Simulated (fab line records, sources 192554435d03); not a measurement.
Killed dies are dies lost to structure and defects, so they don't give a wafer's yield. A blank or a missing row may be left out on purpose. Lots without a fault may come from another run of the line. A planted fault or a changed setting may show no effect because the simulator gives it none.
One fault seen from 2 desks | flow n5_finfet | each desk has only its own numbers; what lay behind them comes last

THE TOOL OWNER'S DESK: ald_metal-02
The tool's own readings at N5_HKMG_FIN_ALD_71 (deposits TiN, target thk 1 nm, pulse time 1 s, purge time 3 s): means of the sampled wafers that have a number, for each lot that ran on this tool. A lot is out of limits, marked OUT, if its mean lies more than 4 standard deviations from the usual mean; the brackets give that distance.
Columns: A = heater_power_w at N5_HKMG_FIN_ALD_71, usual 857 W; B = precursor_pulse_height_rel at N5_HKMG_FIN_ALD_71, usual 0.999
lot  | first seen here | A   | B
L637 | day 4 15:24     | 815 | 1.005
L643 | day 6 05:11     | 863 | 0.999
L645 | day 6 12:47     | 852 | 1.004
L646 | day 6 19:31     | 827 | 0.989
L647 | day 6 22:07     | 829 | 0.991
This desk's finding: nothing out of limits on any of the 5 lots.

THE METROLOGY DESK
What the gauges read, lot by lot, whatever tool the lot ran on: means of the sampled wafers that have a number. A lot is out of limits, marked OUT, if its mean lies more than 4 standard deviations from the usual mean; the brackets give that distance.
Columns: A = cd_nm at N5_MIM_TOP_LITHO_CD_MEAS_08, usual 2000.2 nm
lot  | first seen here | A
L638 | day 11 13:38    | 2001.3
L636 | day 11 18:23    | 1998.4
L639 | day 12 06:34    | 1995.2
L637 | day 12 10:03    | 1998.6
L641 | day 12 22:37    | 2000.9
L642 | day 13 05:41    | 2001.0
L643 | day 13 16:30    | 1999.8
L646 | day 14 08:46    | 2002.5
L645 | day 14 13:14    | 1998.5
L647 | day 14 17:31    | 2000.4
L654 | day 16 12:00    | 2001.3
L655 | day 16 22:56    | 1999.2
L656 | day 17 09:35    | 2000.6
This desk's finding: nothing out of limits on any of the 13 lots.

PUT TOGETHER
The tool owner's desk saw nothing out of limits.
The metrology desk saw nothing out of limits.

WHAT THE SIMULATOR HAD PUT IN
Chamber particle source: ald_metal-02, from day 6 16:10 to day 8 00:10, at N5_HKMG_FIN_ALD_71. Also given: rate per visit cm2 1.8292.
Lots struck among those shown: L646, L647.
